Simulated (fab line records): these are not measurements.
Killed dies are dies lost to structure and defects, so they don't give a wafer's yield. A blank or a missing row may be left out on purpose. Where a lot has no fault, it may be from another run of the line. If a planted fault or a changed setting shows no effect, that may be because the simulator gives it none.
Chamber matching / flow n5-finfet / N5_GATE_CUT_HM_OPEN_40 on rie-diel-06 has 4 sister chambers
The step chemistry C4F6/O2, target SiO2, target depth 139 nm, time 85.1 s. 4 wafers are shown with their chamber, then 9 later ones without.

EACH WAFER AND ITS CHAMBER
wafer=L083.5; chamber=0; throttle-valve-pct (%)=20.72
wafer=L086.2; chamber=2; throttle-valve-pct (%)=21.17
wafer=L089.4; chamber=3; throttle-valve-pct (%)=21.14
wafer=L089.5; chamber=1; throttle-valve-pct (%)=20.58

WAFERS WITHOUT THEIR CHAMBER
wafer=L092.1; throttle-valve-pct (%)=20.74
wafer=L092.2; throttle-valve-pct (%)=21.19
wafer=L092.3; throttle-valve-pct (%)=20.58
wafer=L094.2; throttle-valve-pct (%)=20.76
wafer=L094.3; throttle-valve-pct (%)=21.21
wafer=L094.4; throttle-valve-pct (%)=20.60
wafer=L095.3; throttle-valve-pct (%)=20.62
wafer=L095.4; throttle-valve-pct (%)=21.21
wafer=L095.5; throttle-valve-pct (%)=21.19

WHICH CHAMBER EACH ONE RAN IN
wafer=L092.1; from the rows above=0; in truth=0
wafer=L092.2; from the rows above=can't be placed: 2 or 3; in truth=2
wafer=L092.3; from the rows above=1; in truth=1
wafer=L094.2; from the rows above=0; in truth=0
wafer=L094.3; from the rows above=can't be placed: 2 or 3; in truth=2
wafer=L094.4; from the rows above=1; in truth=1
wafer=L095.3; from the rows above=1; in truth=1
wafer=L095.4; from the rows above=can't be placed: 2 or 3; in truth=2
wafer=L095.5; from the rows above=can't be placed: 2 or 3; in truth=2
Placed correctly: 5 of 9. Cannot be placed on the basis of these rows: 4; the candidates contain the true chamber in 4. Number placed wrongly: 0.
How it was worked out, from the rows above alone: a wafer's distance from a chamber is the root of the sum, over the readings, of the square of ((its reading less the chamber's mean) divided by the reading's scatter). If the next closest chamber is less than 2 further off than the closest, the wafer can't be placed; otherwise it belongs to the closest. Each chamber's mean is taken over the wafers shown for it. The scatter: root of mean squared gap, hidden wafer to nearest shown wafer, with one shown wafer a chamber.
